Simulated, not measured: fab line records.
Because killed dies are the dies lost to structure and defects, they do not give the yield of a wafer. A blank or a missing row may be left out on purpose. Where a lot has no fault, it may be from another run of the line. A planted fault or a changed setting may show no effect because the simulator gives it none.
Which tool did it? || flow n5-finfet || 14 lots with 42 wafers sampled at 4 steps, on a route of 1938 steps

## WHAT THE GAUGES READ, wafer by wafer
N5_BEOL_M6_OVL_MEAS_12.
{"lot": "L950", "measured": "day 8 16:02", "on": "overlay-01", "M6_OVL (nm)": "-0.3 -1.1 -1.1"}
{"lot": "L952", "measured": "day 9 03:59", "on": "overlay-01", "M6_OVL (nm)": "0.0 -2.0 -0.7"}
{"lot": "L953", "measured": "day 9 12:05", "on": "overlay-01", "M6_OVL (nm)": "0.2 -0.6 -0.3"}
{"lot": "L954", "measured": "day 9 16:28", "on": "overlay-02", "M6_OVL (nm)": "-1.3 -0.8 -0.9"}
{"lot": "L957", "measured": "day 10 19:17", "on": "overlay-02", "M6_OVL (nm)": "-1.6 -0.7 -1.0"}
{"lot": "L956", "measured": "day 11 13:46", "on": "overlay-02", "M6_OVL (nm)": "1.4 0.8 0.7"}
{"lot": "L958", "measured": "day 12 04:04", "on": "overlay-01", "M6_OVL (nm)": "-0.3 -1.3 -0.9"}
{"lot": "L961", "measured": "day 12 07:02", "on": "overlay-02", "M6_OVL (nm)": "0.0 -0.2 -0.5"}
{"lot": "L962", "measured": "day 12 15:22", "on": "overlay-01", "M6_OVL (nm)": "-0.1 0.0 0.5"}
{"lot": "L963", "measured": "day 12 15:31", "on": "overlay-02", "M6_OVL (nm)": "-1.2 -0.4 -1.2"}
{"lot": "L967", "measured": "day 13 20:32", "on": "overlay-02", "M6_OVL (nm)": "-1.3 0.4 -1.0"}
{"lot": "L966", "measured": "day 14 05:03", "on": "overlay-01", "M6_OVL (nm)": "-0.2 -0.5 -0.2"}
{"lot": "L971", "measured": "day 15 00:28", "on": "overlay-01", "M6_OVL (nm)": "-0.2 0.3 0.1"}
{"lot": "L973", "measured": "day 15 06:49", "on": "overlay-02", "M6_OVL (nm)": "0.2 0.9 -0.4"}

N5_BEOL_M6_CD_MEAS_18: pitch 80 nm, target cd 40 nm.
{"lot": "L950", "measured": "day 8 16:47", "on": "cd-sem-03", "cd-nm (nm)": "39.9 40.3 40.5"}
{"lot": "L952", "measured": "day 9 04:37", "on": "cd-sem-01", "cd-nm (nm)": "39.9 39.8 40.2"}
{"lot": "L953", "measured": "day 9 12:36", "on": "cd-sem-01", "cd-nm (nm)": "41.0 40.3 40.0"}
{"lot": "L954", "measured": "day 9 17:14", "on": "cd-sem-03", "cd-nm (nm)": "40.1 40.4 39.9"}
{"lot": "L957", "measured": "day 10 19:52", "on": "cd-sem-03", "cd-nm (nm)": "39.7 39.7 38.9"}
{"lot": "L956", "measured": "day 11 14:17", "on": "cd-sem-01", "cd-nm (nm)": "39.9 38.6 38.9"}
{"lot": "L958", "measured": "day 12 04:35", "on": "cd-sem-02", "cd-nm (nm)": "39.8 39.0 40.1"}
{"lot": "L961", "measured": "day 12 07:38", "on": "cd-sem-02", "cd-nm (nm)": "40.4 41.3 40.4"}
{"lot": "L962", "measured": "day 12 15:52", "on": "cd-sem-01", "cd-nm (nm)": "40.6 40.6 40.0"}
{"lot": "L963", "measured": "day 12 16:03", "on": "cd-sem-01", "cd-nm (nm)": "41.1 40.1 40.5"}
{"lot": "L967", "measured": "day 13 21:04", "on": "cd-sem-03", "cd-nm (nm)": "40.0 39.1 39.7"}
{"lot": "L966", "measured": "day 14 05:35", "on": "cd-sem-01", "cd-nm (nm)": "40.3 41.0 40.9"}
{"lot": "L971", "measured": "day 15 01:05", "on": "cd-sem-03", "cd-nm (nm)": "40.0 40.0 40.8"}
{"lot": "L973", "measured": "day 15 07:25", "on": "cd-sem-01", "cd-nm (nm)": "39.6 39.0 39.2"}

N5_BEOL_M6_CD_MEAS_28: the cd target is 40 nm.
{"lot": "L950", "measured": "day 8 17:17", "on": "cd-sem-01", "cd-nm (nm)": "39.63 40.22 40.44"}
{"lot": "L952", "measured": "day 9 04:56", "on": "cd-sem-03", "cd-nm (nm)": "40.09 39.83 39.71"}
{"lot": "L953", "measured": "day 9 12:55", "on": "cd-sem-02", "cd-nm (nm)": "39.87 39.86 39.75"}
{"lot": "L954", "measured": "day 9 22:14", "on": "cd-sem-02", "cd-nm (nm)": "40.10 40.14 40.19"}
{"lot": "L957", "measured": "day 10 21:57", "on": "cd-sem-02", "cd-nm (nm)": "39.69 40.07 39.78"}
{"lot": "L956", "measured": "day 11 14:55", "on": "cd-sem-02", "cd-nm (nm)": "40.22 40.23 40.46"}
{"lot": "L958", "measured": "day 12 05:50", "on": "cd-sem-03", "cd-nm (nm)": "39.93 40.11 40.61"}
{"lot": "L961", "measured": "day 12 09:16", "on": "cd-sem-01", "cd-nm (nm)": "39.89 39.98 39.94"}
{"lot": "L962", "measured": "day 12 17:23", "on": "cd-sem-02", "cd-nm (nm)": "39.80 40.15 39.62"}
{"lot": "L963", "measured": "day 12 17:26", "on": "cd-sem-01", "cd-nm (nm)": "39.87 40.08 40.40"}
{"lot": "L967", "measured": "day 14 00:19", "on": "cd-sem-01", "cd-nm (nm)": "40.24 40.48 39.98"}
{"lot": "L966", "measured": "day 14 06:43", "on": "cd-sem-01", "cd-nm (nm)": "39.80 40.16 40.25"}
{"lot": "L971", "measured": "day 15 03:11", "on": "cd-sem-02", "cd-nm (nm)": "- - -"}
{"lot": "L973", "measured": "day 15 10:02", "on": "cd-sem-01", "cd-nm (nm)": "- - -"}

## WHICH TOOL RAN EACH LOT (tool, then ch and the chambers of the sampled wafers, then the start)
{"lot": "L950", "N5_BEOL_M6_EXPOSE_25": "euv-scanner-02 ch 0, day 8 17:09"}
{"lot": "L952", "N5_BEOL_M6_EXPOSE_25": "euv-scanner-02 ch 0, day 9 04:49"}
{"lot": "L953", "N5_BEOL_M6_EXPOSE_25": "euv-scanner-02 ch 0, day 9 12:47"}
{"lot": "L954", "N5_BEOL_M6_EXPOSE_25": "euv-scanner-02 ch 0, day 9 22:06"}
{"lot": "L957", "N5_BEOL_M6_EXPOSE_25": "euv-scanner-01 ch 0, day 10 21:49"}
{"lot": "L956", "N5_BEOL_M6_EXPOSE_25": "euv-scanner-02 ch 0, day 11 14:47"}
{"lot": "L958", "N5_BEOL_M6_EXPOSE_25": "euv-scanner-01 ch 0, day 12 05:42"}
{"lot": "L961", "N5_BEOL_M6_EXPOSE_25": "euv-scanner-01 ch 0, day 12 09:08"}
{"lot": "L962", "N5_BEOL_M6_EXPOSE_25": "euv-scanner-01 ch 0, day 12 17:16"}
{"lot": "L963", "N5_BEOL_M6_EXPOSE_25": "euv-scanner-01 ch 0, day 12 17:19"}
{"lot": "L967", "N5_BEOL_M6_EXPOSE_25": "euv-scanner-02 ch 0, day 14 00:10"}
{"lot": "L966", "N5_BEOL_M6_EXPOSE_25": "euv-scanner-01 ch 0, day 14 06:35"}
{"lot": "L971", "N5_BEOL_M6_EXPOSE_25": "euv-scanner-01, day 15 03:04"}
{"lot": "L973", "N5_BEOL_M6_EXPOSE_25": "euv-scanner-01, day 15 09:55"}
- N5_BEOL_M6_EXPOSE_25: exposes mask V5, target cd 40 nm.

## WHAT THE TOOLS THEMSELVES READ (means of the sampled wafers that have a number; where no wafer has one, the mark that the record gives instead)
N5_BEOL_M6_EXPOSE_25.
{"lot": "L950", "tool": "euv-scanner-02", "exposure-dose-mJ-cm2": 45.6, "focus-offset-nm (nm)": -0.2, "reticle-temp-C (C)": 23.09}
{"lot": "L952", "tool": "euv-scanner-02", "exposure-dose-mJ-cm2": 45.7, "focus-offset-nm (nm)": 0.0, "reticle-temp-C (C)": 23.11}
{"lot": "L953", "tool": "euv-scanner-02", "exposure-dose-mJ-cm2": 45.7, "focus-offset-nm (nm)": 0.4, "reticle-temp-C (C)": 22.90}
{"lot": "L954", "tool": "euv-scanner-02", "exposure-dose-mJ-cm2": 45.7, "focus-offset-nm (nm)": 0.0, "reticle-temp-C (C)": 23.03}
{"lot": "L957", "tool": "euv-scanner-01", "exposure-dose-mJ-cm2": 44.9, "focus-offset-nm (nm)": 0.3, "reticle-temp-C (C)": 22.93}
{"lot": "L956", "tool": "euv-scanner-02", "exposure-dose-mJ-cm2": 45.6, "focus-offset-nm (nm)": -0.4, "reticle-temp-C (C)": 22.87}
{"lot": "L958", "tool": "euv-scanner-01", "exposure-dose-mJ-cm2": 44.8, "focus-offset-nm (nm)": -0.6, "reticle-temp-C (C)": 23.06}
{"lot": "L961", "tool": "euv-scanner-01", "exposure-dose-mJ-cm2": 44.9, "focus-offset-nm (nm)": 0.3, "reticle-temp-C (C)": 23.02}
{"lot": "L962", "tool": "euv-scanner-01", "exposure-dose-mJ-cm2": 44.9, "focus-offset-nm (nm)": -0.2, "reticle-temp-C (C)": 23.14}
{"lot": "L963", "tool": "euv-scanner-01", "exposure-dose-mJ-cm2": 44.9, "focus-offset-nm (nm)": -0.4, "reticle-temp-C (C)": 23.01}
{"lot": "L967", "tool": "euv-scanner-02", "exposure-dose-mJ-cm2": 45.6, "focus-offset-nm (nm)": 0.3, "reticle-temp-C (C)": 22.99}
{"lot": "L966", "tool": "euv-scanner-01", "exposure-dose-mJ-cm2": 44.8, "focus-offset-nm (nm)": 0.7, "reticle-temp-C (C)": 22.98}
{"lot": "L971", "tool": "euv-scanner-01", "exposure-dose-mJ-cm2": "-", "focus-offset-nm (nm)": "-", "reticle-temp-C (C)": "-"}
{"lot": "L973", "tool": "euv-scanner-01", "exposure-dose-mJ-cm2": "-", "focus-offset-nm (nm)": "-", "reticle-temp-C (C)": "-"}

## THE ANSWER, worked out from the rows above alone
Rule: the usual values come from the lots themselves. Put in order of their means at a reading, lots are off if they are a third of the lots or fewer, leave a main group of 4 or more, and stand apart from it by a gap of 3 or more times the standard deviation of the main group's means; of several such gaps the widest counts. A main group whose means are all the same, to the digits that the tables above print for the reading, isn't used. A lot without any number at a reading at which 4 lots or more have one is off too. All remaining lots with rows at the step are treated as sound. First the gauges in route order, then the tools' own readings, where a lot's mean is used as printed above. The first step at which some lot is off is used, and at that step the reading that is off furthest; a lot without a number counts as furthest.
Off: L971, L973 (N5_BEOL_M6_CD_MEAS_28, cd-nm). Without a number there: L971, L973. The main group: mean 40.04 nm, standard deviation 0.16.
If a tool, at a process step before that reading, ran all the lots that are off and no sound lot after the first of them, it fits. Not tried: the gauges at N5_BEOL_M6_CD_MEAS_28; whatever is off there is also off at N5_BEOL_M6_EXPOSE_25, on other tools, and gauge error can't account for it. One fits: N5_BEOL_M6_EXPOSE_25 on euv-scanner-01. Its last sound lot is L966 (day 14 06:35), its first lot that is off L971 (day 15 03:04): a fault that began between those two fits.
Blank at N5_BEOL_M6_EXPOSE_25 on the lots that are off, where sound lots have numbers: exposure-dose-mJ-cm2, focus-offset-nm, reticle-temp-C.

## WHAT WAS PUT IN BY THE SIMULATOR
Entire step skipped (euv-scanner-01, N5_BEOL_M6_EXPOSE_25), from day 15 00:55 onward. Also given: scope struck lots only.
Shown lots that were struck: L971, L973. Same finding as the rule above.
